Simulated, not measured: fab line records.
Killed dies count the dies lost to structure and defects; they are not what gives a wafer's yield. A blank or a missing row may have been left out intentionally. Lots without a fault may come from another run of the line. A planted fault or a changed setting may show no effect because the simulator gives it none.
8D (eight disciplines) problem report, filled in by code    flow n5 finfet    the parts of the form that need people (team, actions taken, sign-off) are left out

== 1. WHAT IS WRONG ==
Wafers without a fault read 1499.9 rpm, standard deviation 0.91; spin speed rpm at N5_PMOS_HMC_CHANNEL_EPI_COAT_31 reads a mean of 1447.0 rpm on 6 wafers belonging to 2 lots. Measured from the usual mean, that is -58 standard deviations.
The step: time 60 s, resist thk 66 nm.
Earliest sighting: wafer L858.2 on litho track-03 at day 6 06:05. Wafers with a number at this step in the record: 39, from 13 lots. By rule, "out" or "out of limits" means more than 4 standard deviations away from the usual mean. The rest of the wafers with a number are treated as sound.

== 2. WHAT IT IS, AND WHAT IT ISN'T ==
question                     is                      is not
which readings at this step  spin speed rpm          -
which lots                   L858, L859              L840, L845, L846, L847, L849, L851, L853, L860, L861, L862, L863
which wafers of those lots   all that have a number  -
read on which tools          litho track-03          litho track-02, litho track-05
when                         from day 6 06:05        up to then (21 sound wafers); but 12 sound wafers of L860, L861, L862, L863 came after

== 3. SUSPECTS, AND WHAT RULES EACH OUT ==
Counting: a tool at a process step up to the reading stays a suspect if it ran every lot that is out and no sound lot after the first of them.
- litho track-03 at N5_PMOS_HMC_CHANNEL_EPI_COAT_31 (time 60 s, resist thk 66 nm): kept. All lots that are out passed through it, beginning with L858 at day 6 06:05, and no sound lot followed; its final sound lot before that point was L853 at day 5 01:24. Its own spin speed rpm readings are out on those wafers.
After counting, what remains is litho track-03 at N5_PMOS_HMC_CHANNEL_EPI_COAT_31.

== 4. THE CAUSE (what the simulator had put in) ==
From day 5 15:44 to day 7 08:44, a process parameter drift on litho track-03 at N5_PMOS_HMC_CHANNEL_EPI_COAT_31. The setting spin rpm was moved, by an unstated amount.
Counting left only this tool.

== 5. THE EFFECT CHAIN, in route order ==
Rows list readings where the struck wafers' mean (over those with a number) sits beyond 3 standard deviations from the usual. Readings are gone through only where the record gives a usual standard deviation; hours: the median, over the lots, of the time from a lot's start at the first step in this table giving one to that lot's start at this step; sigmas: the change measured in usual standard deviations.
hours  step                             reading         usual       on struck wafers  change  sigmas
0      N5_PMOS_HMC_CHANNEL_EPI_COAT_31  spin speed rpm  1499.9 rpm  1447.0            -52.9   -58
The process steps in it:
- N5_PMOS_HMC_CHANNEL_EPI_COAT_31: time 60 s, resist thk 66 nm.

== 6. WHAT WOULD HAVE CAUGHT IT SOONER ==
In this record no reading fell out of limits until day 6 06:05, 14 hours after the fault had begun at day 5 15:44.
